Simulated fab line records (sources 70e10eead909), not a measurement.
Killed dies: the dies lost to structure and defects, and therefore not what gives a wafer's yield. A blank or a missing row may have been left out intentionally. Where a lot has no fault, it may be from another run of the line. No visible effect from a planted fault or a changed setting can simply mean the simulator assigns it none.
One fault seen from 2 desks || flow nandHarc || only its own numbers are on each desk; what lay behind them is given at the end

== THE TOOL OWNER'S DESK: rieSi-05 ==
The tool's own readings at NHARC_A_DECK1_JOINT_ETCHBACK_00 (etches the open film in HBr, target depth 30 nm, time 17.4 s): means of the sampled wafers that have a number, for each lot that ran on this tool. Any lot whose mean is over 4 standard deviations away from the usual mean is out of limits and marked OUT; that distance is given in the brackets.
Columns: A = drypumpMotorCurrentA at NHARC_A_DECK1_JOINT_ETCHBACK_00, usual 5.8 A; B = oesProductAu at NHARC_A_DECK1_JOINT_ETCHBACK_00, usual 0.998 a.u.; C = throttleValvePct at NHARC_A_DECK1_JOINT_ETCHBACK_00, usual 23.266 %
{"lot": "L625", "first seen here": "day 12 16:10", "A": 5.8, "B": 0.996, "C": 23.267}
{"lot": "L631", "first seen here": "day 14 20:02", "A": 5.8, "B": 0.992, "C": 23.271}
{"lot": "L632", "first seen here": "day 15 04:14", "A": 5.9, "B": 0.995, "C": 23.262}
{"lot": "L637", "first seen here": "day 17 08:40", "A": 5.8, "B": "0.925 (-6.1) OUT", "C": 23.266}
{"lot": "L636", "first seen here": "day 17 11:43", "A": 5.6, "B": "0.893 (-8.8) OUT", "C": 23.267}
{"lot": "L646", "first seen here": "day 20 22:12", "A": 6.2, "B": 0.989, "C": 23.262}
This desk's finding: out of limits on L636, L637; first on L637, day 17 08:40 (oesProductAu at NHARC_A_DECK1_JOINT_ETCHBACK_00). L625, L631, L632, L646 stayed within limits.

== METROLOGY DESK ==
Means of the sampled wafers that have a number, per lot and without regard to the tool the lot ran on: this is what the gauges read. Any lot whose mean is over 4 standard deviations away from the usual mean is out of limits and marked OUT; that distance is given in the brackets.
Columns: A = thkNm at NHARC_A_ONON_D2_THK_MEAS_02, usual 999 nm
{"lot": "L625", "first seen here": "day 13 14:53", "A": 1007}
{"lot": "L628", "first seen here": "day 14 02:59", "A": 1005}
{"lot": "L626", "first seen here": "day 14 03:09", "A": 990}
{"lot": "L627", "first seen here": "day 14 03:20", "A": 1006}
{"lot": "L630", "first seen here": "day 15 04:43", "A": 984}
{"lot": "L631", "first seen here": "day 15 20:38", "A": 999}
{"lot": "L632", "first seen here": "day 16 08:35", "A": 1008}
{"lot": "L633", "first seen here": "day 16 17:50", "A": 980}
{"lot": "L636", "first seen here": "day 18 08:45", "A": 994}
{"lot": "L637", "first seen here": "day 18 09:06", "A": 991}
{"lot": "L644", "first seen here": "day 21 00:40", "A": 996}
{"lot": "L645", "first seen here": "day 21 06:50", "A": 994}
{"lot": "L646", "first seen here": "day 21 22:45", "A": 1016}
Result from this desk: across the 13 lots, nothing is out of limits.

== BROUGHT TOGETHER ==
The tool owner's desk could have raised an alarm at day 17 08:40, on L636, L637.
The metrology desk saw nothing out of limits.
The metrology desk holds a record of L636, L637, inside its limits.
On rieSi-05, each named lot ran NHARC_A_DECK1_JOINT_ETCHBACK_00.

== WHAT THE SIMULATOR PUT IN ==
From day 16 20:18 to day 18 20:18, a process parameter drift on rieSi-05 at NHARC_A_DECK1_JOINT_ETCHBACK_00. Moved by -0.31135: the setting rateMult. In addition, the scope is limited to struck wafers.
Struck lots among those shown: L636, L637.
Hours from the fault's start to each desk's first reading out of limits: the tool owner's desk, 12.
